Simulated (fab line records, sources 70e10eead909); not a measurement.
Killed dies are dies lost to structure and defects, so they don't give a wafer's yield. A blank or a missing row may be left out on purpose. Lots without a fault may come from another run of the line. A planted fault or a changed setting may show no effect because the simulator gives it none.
fab line records | flow nand_harc
record lots=5 wafers=15 last_day=32
route steps=1302 shown A_CHANNEL_HOLE_D2@585
lots that met no fault: from a run of the same line without faults
start_h: hours from the record's first day to the start of the lot's first wafer shown | wait_h: hours since the lot's step before | " the same as in the row above | L1.1+2: a row that stands for several wafers | - no value, or no start given | * or withheld: withheld | < > ~ a bound
route shown NAME@n: a module of which the file shows steps, and the number in the route of the first | usual: mean/standard deviation of fault-free wafers | same: alike in all rows | chamber/n: place in a boat | sites: the reading at each site | _std_site: their standard deviation | _edge_site: outer sites' mean less inner sites' | radius_mm: how far each site lies from the wafer's centre | mask NAME#n: copy n | behind: the tool/chamber that last shaped the wafer | hold: why the lot was held/for how many hours/how that ended | device: the transistor (n, p or np) that didn't switch | end of line: the same wafers' tests at the end of the route | a step without rows: its recipe alone | killed: dies lost to structure and defects at the first sort, not the wafer's yield | map: a wafer's dies, x killed, . not, _ none there
set.NAME: the setting as run; set.NAME@STEP: as run at that earlier step | model.NAME: the simulator's own value behind a step, which no gauge read
lots at some steps of the route; a table a step, a row a wafer
services: from which hour (start_h, from the record's first day; less than 0 if before it) a tool's chamber was out of use, for how many hours, and why
## steps
# step NHARC_A_CHANNEL_HOLE_D2_DESCUM_15
# recipe time_s=3 o2_flow_sccm=200 ar_flow_sccm=0 bias_power_w=0 chemistry=O2
# step NHARC_A_CHANNEL_HOLE_D2_ETCH_38
# recipe target_depth_a=390 over_etch_frac=0.3 time_s=65 ion_energy_ev=80 cf4_flow_sccm=150 ar_flow_sccm=0 rf_w=300 bias_w=100 chemistry=CF4
# step NHARC_A_CHANNEL_HOLE_D2_ETCH_39
# recipe target_depth_a=2600 over_etch_frac=0.3 time_s=325 ion_energy_ev=200 n2_flow_sccm=150 h2_flow_sccm=150 ar_flow_sccm=0 rf_w=400 bias_w=150 chemistry=N2/H2
# step NHARC_A_CHANNEL_HOLE_D2_ETCH_34
# recipe target_depth_a=1540 time_s=77 cf4_flow_sccm=100 chf3_flow_sccm=30 ar_flow_sccm=0 rf_w=500 bias_w=200 chemistry=CF4/CHF3
# step NHARC_A_CHANNEL_HOLE_D2_ETCH_16
# recipe target_depth_a=31000 over_etch_frac=0.3 time_s=806 ion_energy_ev=150 o2_flow_sccm=400 cos_flow_sccm=20 ar_flow_sccm=0 rf_w=500 bias_w=300 chemistry=O2/COS
# step NHARC_A_CHANNEL_HOLE_D2_ETCH_19
# recipe bias_v=1200 source_w=2500 pressure_mtorr=15 time_s=34.5 ar_flow_sccm=375 c4f8_flow_sccm=28.8 o2_flow_sccm=96.2 temp_c=-20 target_depth_a=* chemistry=C4F8/O2/Ar
# step NHARC_A_CHANNEL_HOLE_D2_ETCH_20
# recipe bias_v=3000 source_w=withheld pressure_mtorr=20 time_s=361.9 ar_flow_sccm=375 c4f8_flow_sccm=89.3 o2_flow_sccm=35.7 temp_c=-20 target_depth_a=16000 chemistry=C4F8/O2/Ar
# step NHARC_A_CHANNEL_HOLE_D2_ETCH_21
# recipe bias_v=3000 source_w=withheld pressure_mtorr=20 time_s=514.3 ar_flow_sccm=375 c4f8_flow_sccm=89.3 o2_flow_sccm=35.7 temp_c=-20 target_depth_a=16000 chemistry=C4F8/O2/Ar
# step NHARC_A_CHANNEL_HOLE_D2_ETCH_22
# recipe bias_v=3000 source_w=withheld pressure_mtorr=20 time_s=666.7 ar_flow_sccm=375 c4f8_flow_sccm=89.3 o2_flow_sccm=35.7 temp_c=-20 target_depth_a=16000 chemistry=C4F8/O2/Ar
# step NHARC_A_CHANNEL_HOLE_D2_ETCH_23
# recipe bias_v=5000 source_w=withheld pressure_mtorr=20 time_s=819 ar_flow_sccm=375 c4f8_flow_sccm=89.3 o2_flow_sccm=35.7 temp_c=-20 target_depth_a=16000 chemistry=C4F8/O2/Ar
# step NHARC_A_CHANNEL_HOLE_D2_ETCH_24
# recipe bias_v=5000 source_w=withheld pressure_mtorr=20 time_s=906.2 ar_flow_sccm=375 c4f8_flow_sccm=93.8 o2_flow_sccm=31.2 temp_c=-20 target_depth_a=15000 chemistry=C4F8/O2/Ar
# step NHARC_A_CHANNEL_HOLE_D2_ETCH_25
# recipe bias_v=5000 source_w=withheld pressure_mtorr=20 time_s=1040.2 ar_flow_sccm=375 c4f8_flow_sccm=93.8 o2_flow_sccm=31.2 temp_c=-20 target_depth_a=15000 chemistry=C4F8/O2/Ar
# usual chamber_pressure_mTorr=20.002/0.02 drypump_motor_current_A=5.82/0.18 showerhead_plenum_p_Torr=3.70/0.14 throttle_valve_pct=32.233/0.0098
# same time_s=1040.2
# columns lot.wafer tool chamber start_h wait_h chamber_pressure_mTorr drypump_motor_current_A rf_hours_counter_h showerhead_plenum_p_Torr throttle_valve_pct
L258.1 har_etch-01 1 422.48 0.7 19.999 5.84 232 3.61 32.233
L258.3 " 1 " " 19.991 5.83 - 3.61 32.224
L258.6 " 0 " " 20.010 5.64 - 3.65 32.235
L267.1 har_etch-01 0 446.67 0.6 19.967 5.67 255 3.64 32.235
L267.2 " 1 " " 20.015 5.85 255 3.60 32.230
L267.3 " 0 " " 19.998 5.65 - 3.64 32.243
L268.2 har_etch-01 0 458.85 0.6 20.040 5.65 267 3.63 32.243
L268.4 " 1 " " 20.016 5.88 - 3.59 32.232
L268.6 " 1 " " 20.012 5.86 - 3.59 32.242
L271.3 har_etch-02 1 476.74 0.7 20.019 6.16 - 3.90 32.224
L271.4 " 0 " " 20.023 5.72 - 3.90 32.235
L271.6 " 1 " " 20.013 6.16 - 3.90 32.229
L270.2 har_etch-01 0 477.88 0.6 19.991 5.65 282 3.62 32.227
L270.4 " 0 " " 20.000 5.65 - 3.62 32.230
L270.3 " 1 " " 20.010 5.85 - 3.58 32.218
# step NHARC_A_CHANNEL_HOLE_D2_ETCH_26
# recipe bias_v=300 source_w=2000 pressure_mtorr=30 time_s=224.1 ar_flow_sccm=375 c4f8_flow_sccm=11.4 o2_flow_sccm=113.6 temp_c=-20 target_depth_a=3000 chemistry=C4F8/O2/Ar
# step NHARC_A_CHANNEL_HOLE_D2_ETCH_27
# recipe bias_v=400 source_w=2000 pressure_mtorr=25 time_s=90 ar_flow_sccm=375 c4f8_flow_sccm=41.7 o2_flow_sccm=83.3 temp_c=-20 target_depth_a=4000 chemistry=C4F8/O2/Ar
# step NHARC_A_CHANNEL_HOLE_D2_STRIP_41
# recipe n2_flow_sccm=150 h2_flow_sccm=150 ar_flow_sccm=0 bias_w=0 chemistry=N2/H2
# step NHARC_A_CHANNEL_HOLE_D2_STRIP_42
# recipe cf4_flow_sccm=100 chf3_flow_sccm=30 ar_flow_sccm=0 bias_w=0 chemistry=CF4/CHF3
# step NHARC_A_CHANNEL_HOLE_D2_STRIP_43
# recipe o2_flow_sccm=400 cos_flow_sccm=20 ar_flow_sccm=0 bias_w=0 chemistry=O2/COS
# step NHARC_A_CHANNEL_HOLE_D2_ETCH_44
# recipe target_depth_a=1400 overetch_a=140 time_s=77 ion_energy_ev=100 cf4_flow_sccm=80 o2_flow_sccm=20 ar_flow_sccm=0 rf_w=300 bias_w=100 chemistry=CF4/O2
# usual chamber_pressure_mTorr=30.001/0.027 drypump_motor_current_A=5.7/0.32 oes_ar_750_au=1.000/0.0041 oes_product_au=0.997/0.011 rf_vpp_V=197.8/1.2 showerhead_plenum_p_Torr=1.33/0.047 throttle_valve_pct=13.397/0.0094
# same time_s=77
# columns lot.wafer tool chamber start_h wait_h chamber_pressure_mTorr drypump_motor_current_A oes_ar_750_au oes_product_au rf_hours_counter_h rf_vpp_V showerhead_plenum_p_Torr throttle_valve_pct model.A_CHANNEL_HOLE_D2.cd_nm
L258.3 rie_diel-11 0 424.16 0.1 30.009 5.8 1.001 1.000 8 197.4 1.37 13.394 88.36
L258.1 " 1 " " 29.942 5.5 1.000 1.003 8 196.4 1.24 13.398 89.2
L258.6 " 3 " " 30.008 6.3 1.004 1.008 - 198.2 1.40 13.404 89.19
L267.3 rie_diel-05 3 448.51 0.1 29.953 6.0 1.002 1.001 2 197.5 1.25 13.418 90.61
L267.2 " 0 " " 30.024 6.0 1.004 1.003 1 197.6 1.37 13.369 88.42
L267.1 " 1 " " 29.994 5.6 1.006 0.995 2 197.6 1.35 13.411 90.36
L268.4 rie_diel-05 0 460.68 0.1 30.021 6.0 0.995 1.004 2 200.0 1.37 13.399 90.11
L268.2 " 2 " " 30.059 5.0 0.996 1.010 3 197.7 1.31 13.396 91.05
L268.6 " 0 " " 30.021 6.0 0.998 1.010 - 199.4 1.37 13.407 90.4
L271.4 rie_diel-05 2 478.29 0.1 29.976 5.0 1.007 1.013 4 197.6 1.31 13.394 89.23
L271.3 " 3 " " 30.029 6.0 1.000 1.012 4 195.4 1.25 13.392 92.33
L271.6 " 1 " " 30.016 5.6 1.002 0.984 - 199.1 1.35 13.401 90.14
L270.3 rie_diel-11 3 479.70 0.1 29.996 6.3 1.001 1.006 3 200.1 1.40 13.400 86.19
L270.2 " 0 " " 29.976 5.8 0.997 1.007 3 199.6 1.37 13.379 87.79
L270.4 " 1 " " 29.974 5.5 1.001 0.976 3 196.9 1.24 13.401 90.03
# step NHARC_A_CHANNEL_HOLE_D2_STRIP_28
# recipe o2_flow_sccm=500 ar_flow_sccm=0 bias_w=0 chemistry=O2
# step NHARC_A_CHANNEL_HOLE_D2_PRECLEAN_29
# recipe time_s=* temp_c=50 bath_age_min=0 chemistry=SC1
# step NHARC_A_CHANNEL_HOLE_D2_SRD_30
# step NHARC_A_CHANNEL_HOLE_D2_XSEM_32
# recipe landing_energy_ev=35000
# usual bot_cd_nm=75.1/1.4 bow_nm=8.66/0.28 tilt_deg=0.08/0.04
# columns lot.wafer tool chamber start_h wait_h bot_cd_nm bow_nm tilt_deg
L258.1 xsem-02 0 425.08 0.1 74.5 8.75 0.08
L258.3 " 0 " " 72.6 8.69 0.08
L258.6 " 0 " " 74.2 8.77 0.08
L267.1 xsem-02 0 449.40 0.1 74.8 8.72 0.03
L267.2 " 0 " " 73.6 8.60 0.03
L267.3 " 0 " " 76.2 8.71 0.03
L267.1 xsem-02 0 - - 75.5 - 0.06
L267.2 " 0 " " 73.4 - 0.06
L267.3 " 0 " " 75.3 - 0.06
L268.2 xsem-01 0 461.56 0.1 75.2 8.84 0.10
L268.4 " 0 " " 74.1 8.73 0.10
L268.6 " 0 " " 74.3 8.66 0.10
L268.2 xsem-01 0 - - 75.4 - 0.04
L268.4 " 0 " " 75.3 - 0.05
L268.6 " 0 " " 75.5 - 0.05
L271.3 xsem-02 0 479.17 0.1 77.3 8.46 0.12
L271.4 " 0 " " 73.9 8.41 0.12
L271.6 " 0 " " 75.2 8.42 0.11
L270.2 xsem-01 0 480.58 0.1 73.1 8.85 0.02
L270.3 " 0 " " 70.7 8.83 0.02
L270.4 " 0 " " 74.0 8.78 0.02
L270.2 xsem-01 0 - - 72.5 - -0.03
L270.3 " 0 " " 71.0 - -0.03
L270.4 " 0 " " 73.8 - -0.03
## services
# columns tool chamber start_h hours kind
rie_diel-11 1 404.02 6.6 repair
rie_diel-05 - 406.63 9.0 pm
rie_diel-05 0 406.63 9.0 vent_cycle
rie_diel-05 1 406.63 9.0 vent_cycle
rie_diel-05 2 406.63 9.0 vent_cycle
rie_diel-05 3 406.63 9.0 vent_cycle
rie_diel-11 0 411.91 - clean
rie_diel-11 1 411.91 - clean
rie_diel-05 0 415.63 - clean
rie_diel-05 1 415.63 - clean
rie_diel-05 2 415.63 - clean
rie_diel-05 3 415.63 - clean
rie_diel-11 - 419.84 1.0 repair
rie_diel-11 - 432.91 9.0 pm
rie_diel-05 0 435.49 1.6 repair
rie_diel-05 0 440.13 - clean
rie_diel-05 1 440.13 - clean
rie_diel-05 2 440.13 - clean
rie_diel-05 3 440.13 - clean
rie_diel-05 0 464.63 - clean
rie_diel-05 1 464.63 - clean
rie_diel-05 2 464.63 - clean
rie_diel-05 3 464.63 - clean
rie_diel-05 0 471.39 2.9 repair
## key
first_sign step=NHARC_A_CHANNEL_HOLE_D2_XSEM_32 reading=visit direction=added
effect none on later readings
model_effect step=NHARC_A_CHANNEL_HOLE_D2_ETCH_44 value=A_CHANNEL_HOLE_D2.cd_nm without=90.74 struck=88.78
met_at NHARC_A_CHANNEL_HOLE_D2_ETCH_25
struck_wafers L267.2,L268.4,L268.6,L270.3
tester_left_out L267,L268,L270
onset_between 422.48 446.67
fault kind=process_parameter_drift tool=har_etch-01 chamber=1 onset_h=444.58 steps=NHARC_A_CHANNEL_HOLE_D2_ETCH_25 channel=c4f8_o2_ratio offset=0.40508 shape=step end_h=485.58 acts_in=these_recipes_only stated=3
# tester_left_out: of these lots the tester's yield and bins aren't shown, on N5 and GAA mostly nor the transistor test; their killed dies are dies lost to structure and defects alone, not to doping, threshold or leakage, so they don't give the yield
